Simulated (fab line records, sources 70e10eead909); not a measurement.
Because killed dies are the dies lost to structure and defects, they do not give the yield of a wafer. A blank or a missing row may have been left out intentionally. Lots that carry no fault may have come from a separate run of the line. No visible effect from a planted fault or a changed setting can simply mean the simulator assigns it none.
Chamber matching :: flow nand_harc :: 3 sister chambers for NHARC_A_BONDPAD_DEP_00 on pecvd-04
The step deposits SiCN, target thk 250 nm. 18 wafers are shown with their chamber, then 9 later ones without.

== WAFERS PAIRED WITH THEIR CHAMBERS ==
wafer: L575.3
chamber: 2
heater_power_w (W): 586

wafer: L575.5
chamber: 2
heater_power_w (W): 596

wafer: L575.6
chamber: 0
heater_power_w (W): 529

wafer: L577.4
chamber: 2
heater_power_w (W): 555

wafer: L577.5
chamber: 0
heater_power_w (W): 482

wafer: L577.6
chamber: 1
heater_power_w (W): 436

wafer: L576.2
chamber: 1
heater_power_w (W): 434

wafer: L576.3
chamber: 0
heater_power_w (W): 521

wafer: L576.4
chamber: 0
heater_power_w (W): 546

wafer: L578.1
chamber: 2
heater_power_w (W): 602

wafer: L578.2
chamber: 1
heater_power_w (W): 519

wafer: L578.3
chamber: 0
heater_power_w (W): 481

wafer: L580.2
chamber: 2
heater_power_w (W): 538

wafer: L580.4
chamber: 0
heater_power_w (W): 536

wafer: L580.6
chamber: 2
heater_power_w (W): 548

wafer: L583.2
chamber: 0
heater_power_w (W): 532

wafer: L583.4
chamber: 2
heater_power_w (W): 612

wafer: L583.5
chamber: 0
heater_power_w (W): 555

SIGNATURES (averages over the wafers above)
reading: heater_power_w
chamber 0: 522.75
chamber 1: 463.00
chamber 2: 576.71
scatter within a chamber: 31.8
Rule: for each reading, subtract the chamber's mean from the wafer's reading, divide by that reading's scatter and square the result; add these up over the readings and take the root, which gives the wafer's distance from the chamber. If the next closest chamber is less than 2 further off than the closest, the wafer can't be placed; otherwise it belongs to the closest. The scatter: the root of (the sum of the squares of (reading less its chamber's mean) over the shown wafers, divided by (wafers less chambers)).

== WAFERS WHOSE CHAMBER IS MISSING ==
wafer: L582.1
heater_power_w (W): 559

wafer: L582.2
heater_power_w (W): 522

wafer: L582.5
heater_power_w (W): 544

wafer: L593.4
heater_power_w (W): 454

wafer: L593.5
heater_power_w (W): 522

wafer: L593.6
heater_power_w (W): 482

wafer: L594.1
heater_power_w (W): 540

wafer: L594.2
heater_power_w (W): 509

wafer: L594.4
heater_power_w (W): 454

== CHAMBER TAKEN BY EACH ==
wafer: L582.1
from the rows above: can't be placed: 2 or 0
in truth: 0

wafer: L582.2
from the rows above: can't be placed: 0 or 2 or 1
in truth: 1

wafer: L582.5
from the rows above: can't be placed: 0 or 2 or 1
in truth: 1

wafer: L593.4
from the rows above: can't be placed: 1 or 0
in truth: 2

wafer: L593.5
from the rows above: can't be placed: 0 or 2 or 1
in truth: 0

wafer: L593.6
from the rows above: can't be placed: 1 or 0
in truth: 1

wafer: L594.1
from the rows above: can't be placed: 0 or 2 or 1
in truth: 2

wafer: L594.2
from the rows above: can't be placed: 0 or 1 or 2
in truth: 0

wafer: L594.4
from the rows above: can't be placed: 1 or 0
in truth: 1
Correct placement for 0 of the 9. Can't be placed from these rows: 9 (the true chamber is among the candidates in 8). Wrongly placed: 0.
